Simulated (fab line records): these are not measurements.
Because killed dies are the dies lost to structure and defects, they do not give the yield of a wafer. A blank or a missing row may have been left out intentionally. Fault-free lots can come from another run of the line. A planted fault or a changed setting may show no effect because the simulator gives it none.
What tool caused it? :: flow n5-finfet :: 10 lots with 30 wafers sampled at 3 steps, on a route of 1938 steps

## WHAT THE GAUGES READ, wafer by wafer
N5_WELL_APT_CD_MEAS_08: target cd 200 nm.
lot: L401
measured: day 1 19:50
on: cd-sem-02
cd-nm (nm): 203.2 201.2 201.2

lot: L403
measured: day 2 07:45
on: cd-sem-02
cd-nm (nm): 198.1 200.2 199.2

lot: L408
measured: day 3 13:34
on: cd-sem-01
cd-nm (nm): 197.7 200.9 197.7

lot: L411
measured: day 4 07:46
on: cd-sem-02
cd-nm (nm): 200.2 199.5 199.6

lot: L412
measured: day 4 13:52
on: cd-sem-03
cd-nm (nm): 201.0 199.1 202.2

lot: L413
measured: day 4 19:49
on: cd-sem-02
cd-nm (nm): 201.4 199.8 200.4

lot: L417
measured: day 5 19:39
on: cd-sem-03
cd-nm (nm): 196.8 196.5 197.8

lot: L419
measured: day 6 07:43
on: cd-sem-02
cd-nm (nm): 200.6 197.7 197.5

lot: L422
measured: day 7 01:41
on: cd-sem-01
cd-nm (nm): 195.6 197.7 195.7

lot: L423
measured: day 7 08:31
on: cd-sem-01
cd-nm (nm): 201.4 199.5 199.8

## WHAT TOOL EACH LOT RAN ON (gives the tool, then ch and the chambers of the sampled wafers, and finally the start)
lot: L401
N5_ZERO_LAYER_PECVD_02: pecvd-01 ch 0,1, day 1 18:17
N5_ZERO_LAYER_STRIP_24: plasma-asher-02 ch 0,1, day 1 19:03

lot: L403
N5_ZERO_LAYER_PECVD_02: pecvd-04 ch 0,1, day 2 06:28
N5_ZERO_LAYER_STRIP_24: plasma-asher-02 ch 0,1, day 2 07:05

lot: L408
N5_ZERO_LAYER_PECVD_02: pecvd-03 ch 0,2, day 3 12:17
N5_ZERO_LAYER_STRIP_24: plasma-asher-02 ch 0, day 3 12:53

lot: L411
N5_ZERO_LAYER_PECVD_02: pecvd-03 ch 0,1,2, day 4 06:17
N5_ZERO_LAYER_STRIP_24: plasma-asher-02 ch 0,1, day 4 07:06

lot: L412
N5_ZERO_LAYER_PECVD_02: pecvd-01 ch 0,1,2, day 4 12:18
N5_ZERO_LAYER_STRIP_24: plasma-asher-02 ch 0,1, day 4 13:04

lot: L413
N5_ZERO_LAYER_PECVD_02: pecvd-04 ch 0,2, day 4 18:17
N5_ZERO_LAYER_STRIP_24: plasma-asher-01 ch 0,1, day 4 19:08

lot: L417
N5_ZERO_LAYER_PECVD_02: pecvd-04 ch 0,2, day 5 18:17
N5_ZERO_LAYER_STRIP_24: plasma-asher-01 ch 0,1, day 5 19:00

lot: L419
N5_ZERO_LAYER_PECVD_02: pecvd-03 ch 0,2, day 6 06:17
N5_ZERO_LAYER_STRIP_24: plasma-asher-02 ch 0,1, day 6 07:04

lot: L422
N5_ZERO_LAYER_PECVD_02: pecvd-03 ch 0,1,2, day 7 00:17
N5_ZERO_LAYER_STRIP_24: plasma-asher-02 ch 0,1, day 7 01:01

lot: L423
N5_ZERO_LAYER_PECVD_02: pecvd-03 ch 0,1, day 7 06:17
N5_ZERO_LAYER_STRIP_24: plasma-asher-01 ch 0,1, day 7 07:45
- N5_ZERO_LAYER_PECVD_02: deposits SiO2 from SiH4/N2O, target thk 10 nm, time 6 s.
- N5_ZERO_LAYER_STRIP_24: strips in O2.

## THE ANSWER, worked out from the rows above alone
Rule: what is usual is taken from the lots themselves. Put in order of their means at a reading, lots are off if they are a third of the lots or fewer, leave a main group of 4 or more, and stand apart from it by a gap of 3 or more times the standard deviation of the main group's means; of several such gaps the widest counts. A main group whose means are all the same, to the digits that the tables above print for the reading, isn't used. Also off: a lot with no number at a reading for which 4 or more lots have one. Where the step has rows for the other lots, those lots are counted as sound.
None of the lots is off at any reading shown; this tells nothing.

## WHAT WAS PUT IN BY THE SIMULATOR
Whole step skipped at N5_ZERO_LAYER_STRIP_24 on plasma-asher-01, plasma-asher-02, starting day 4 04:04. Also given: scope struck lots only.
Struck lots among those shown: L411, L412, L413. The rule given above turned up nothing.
